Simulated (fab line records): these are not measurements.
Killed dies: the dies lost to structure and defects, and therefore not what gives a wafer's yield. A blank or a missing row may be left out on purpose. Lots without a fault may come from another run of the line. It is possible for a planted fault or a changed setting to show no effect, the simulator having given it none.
Chamber matching | flow nand harc | NHARC_A_BLC_ETCH_16 on rie diel-11 has 4 sister chambers
The step etches the open film in CF4, target depth 39 nm, time 65 s. 4 wafers are shown with their chamber, then 9 later ones without.

== WAFERS PAIRED WITH THEIR CHAMBERS ==
wafer  | chamber | showerhead plenum p Torr (Torr)
L086.4 | 2       | 1.86
L087.1 | 1       | 1.69
L087.2 | 3       | 1.76
L087.5 | 0       | 1.87

== WAFERS WITH NO CHAMBER GIVEN ==
wafer  | showerhead plenum p Torr (Torr)
L088.1 | 1.86
L088.3 | 1.69
L088.4 | 1.87
L090.1 | 1.75
L090.3 | 1.69
L090.5 | 1.75
L092.1 | 1.75
L092.3 | 1.69
L092.5 | 1.69

== THE CHAMBER EACH PASSED THROUGH ==
wafer  | from the rows above     | in truth
L088.1 | can't be placed: 2 or 0 | 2
L088.3 | 1                       | 1
L088.4 | can't be placed: 0 or 2 | 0
L090.1 | 3                       | 3
L090.3 | 1                       | 1
L090.5 | 3                       | 3
L092.1 | 3                       | 3
L092.3 | 1                       | 1
L092.5 | 1                       | 1
Correct placement for 7 of the 9. Not placeable from these rows: 2 (in 2, the candidates include the true chamber). Wrongly placed: 0.
How it was worked out, from the rows above alone: a wafer's distance from a chamber is the root of the sum, over the readings, of the square of ((its reading less the chamber's mean) divided by the reading's scatter). The wafer belongs to the nearest chamber; if the next one is less than 2 further off, it can't be placed. A chamber's mean is the mean of its shown wafers. The scatter: root of mean squared gap, hidden wafer to nearest shown wafer, with one shown wafer a chamber.
